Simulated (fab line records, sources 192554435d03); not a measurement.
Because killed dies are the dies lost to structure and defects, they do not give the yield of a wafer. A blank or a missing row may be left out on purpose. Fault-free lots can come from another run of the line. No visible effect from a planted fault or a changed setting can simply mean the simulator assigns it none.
Chamber matching / flow n5-finfet / 4 sister chambers for N5_BEOL_M6_ALD_77 on ald-metal-02
The step deposits TaN, target thk 2 nm, pulse time 2 s, purge time 3 s. 16 wafers are shown with their chamber, then 8 later ones without.

WAFERS WITH THEIR CHAMBER
wafer=L077.1; chamber=1; heater-power-w (W)=488
wafer=L077.2; chamber=3; heater-power-w (W)=428
wafer=L077.5; chamber=0; heater-power-w (W)=421
wafer=L079.3; chamber=1; heater-power-w (W)=509
wafer=L079.5; chamber=0; heater-power-w (W)=427
wafer=L079.6; chamber=3; heater-power-w (W)=425
wafer=L085.2; chamber=3; heater-power-w (W)=429
wafer=L085.3; chamber=2; heater-power-w (W)=512
wafer=L085.6; chamber=1; heater-power-w (W)=505
wafer=L086.1; chamber=3; heater-power-w (W)=434
wafer=L086.4; chamber=2; heater-power-w (W)=508
wafer=L086.6; chamber=0; heater-power-w (W)=433
wafer=L091.1; chamber=3; heater-power-w (W)=433
wafer=L091.4; chamber=2; heater-power-w (W)=512
wafer=L091.6; chamber=1; heater-power-w (W)=495
wafer=L096.1; chamber=2; heater-power-w (W)=519

SIGNATURES (averages over the wafers above)
reading=heater-power-w; chamber 0=427.00; chamber 1=499.25; chamber 2=512.75; chamber 3=429.80; scatter within a chamber=6.21
Rule: a wafer lies at a distance from a chamber equal to the root of the sum of squares, over the readings, of (its reading less the chamber's mean, divided by the reading's scatter). The wafer belongs to the nearest chamber; if the next one is less than 2 further off, it can't be placed. The scatter: the root of (the sum of the squares of (reading less its chamber's mean) over the shown wafers, divided by (wafers less chambers)).

WAFERS WITHOUT THEIR CHAMBER
wafer=L096.2; heater-power-w (W)=482
wafer=L096.3; heater-power-w (W)=439
wafer=L095.1; heater-power-w (W)=511
wafer=L095.2; heater-power-w (W)=421
wafer=L095.4; heater-power-w (W)=430
wafer=L094.1; heater-power-w (W)=441
wafer=L094.4; heater-power-w (W)=511
wafer=L094.5; heater-power-w (W)=489

WHICH CHAMBER EACH WENT THROUGH
wafer=L096.2; from the rows above=1; in truth=1
wafer=L096.3; from the rows above=can't be placed: 3 or 0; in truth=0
wafer=L095.1; from the rows above=can't be placed: 2 or 1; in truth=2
wafer=L095.2; from the rows above=can't be placed: 0 or 3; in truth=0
wafer=L095.4; from the rows above=can't be placed: 3 or 0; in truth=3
wafer=L094.1; from the rows above=can't be placed: 3 or 0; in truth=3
wafer=L094.4; from the rows above=can't be placed: 2 or 1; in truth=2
wafer=L094.5; from the rows above=1; in truth=1
Placed correctly: 2 of 8. From these rows, 6 cannot be placed; in 6 the true chamber is one of the candidates. 0 placed wrongly.
